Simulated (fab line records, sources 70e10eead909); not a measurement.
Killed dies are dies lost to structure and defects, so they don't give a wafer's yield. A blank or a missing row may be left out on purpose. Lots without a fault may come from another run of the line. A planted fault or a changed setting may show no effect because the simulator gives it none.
Chamber matching | flow nand_harc | NHARC_A_BONDPAD_DEP_00 on pecvd-01: 3 sister chambers
The step deposits SiCN, target thk 250 nm. 3 wafers are shown with their chamber, then 11 later ones without.

WAFERS WITH THEIR CHAMBER
wafer  | chamber | heater_power_w (W)
L081.2 | 2       | 507
L080.6 | 0       | 570
L082.3 | 1       | 521

WAFERS WITHOUT THEIR CHAMBER
wafer  | heater_power_w (W)
L082.4 | 504
L082.5 | 547
L093.3 | 548
L093.4 | 550
L093.5 | 530
L097.3 | 581
L097.4 | 515
L097.6 | 594
L096.3 | 512
L096.5 | 563
L096.6 | 584

WHICH CHAMBER EACH WENT THROUGH
wafer  | from the rows above          | in truth
L082.4 | can't be placed: 2 or 1      | 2
L082.5 | can't be placed: 0 or 1 or 2 | 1
L093.3 | can't be placed: 0 or 1 or 2 | 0
L093.4 | can't be placed: 0 or 1 or 2 | 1
L093.5 | can't be placed: 1 or 2      | 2
L097.3 | 0                            | 0
L097.4 | can't be placed: 1 or 2      | 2
L097.6 | 0                            | 0
L096.3 | can't be placed: 2 or 1      | 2
L096.5 | 0                            | 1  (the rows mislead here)
L096.6 | 0                            | 0
Placed correctly: 3 of 11. Can't be placed from these rows: 7 (the true chamber is among the candidates in 7). Placed wrongly: 1.
How it was worked out, from the rows above alone: a wafer's distance from a chamber is the root of the sum, over the readings, of the square of ((its reading less the chamber's mean) divided by the reading's scatter). The wafer belongs to the nearest chamber; if the next one is less than 2 further off, it can't be placed. A chamber's mean is the mean of its shown wafers. The scatter: with one shown wafer a chamber, the root of the mean of the squares of how far each hidden wafer lies from its nearest shown one.
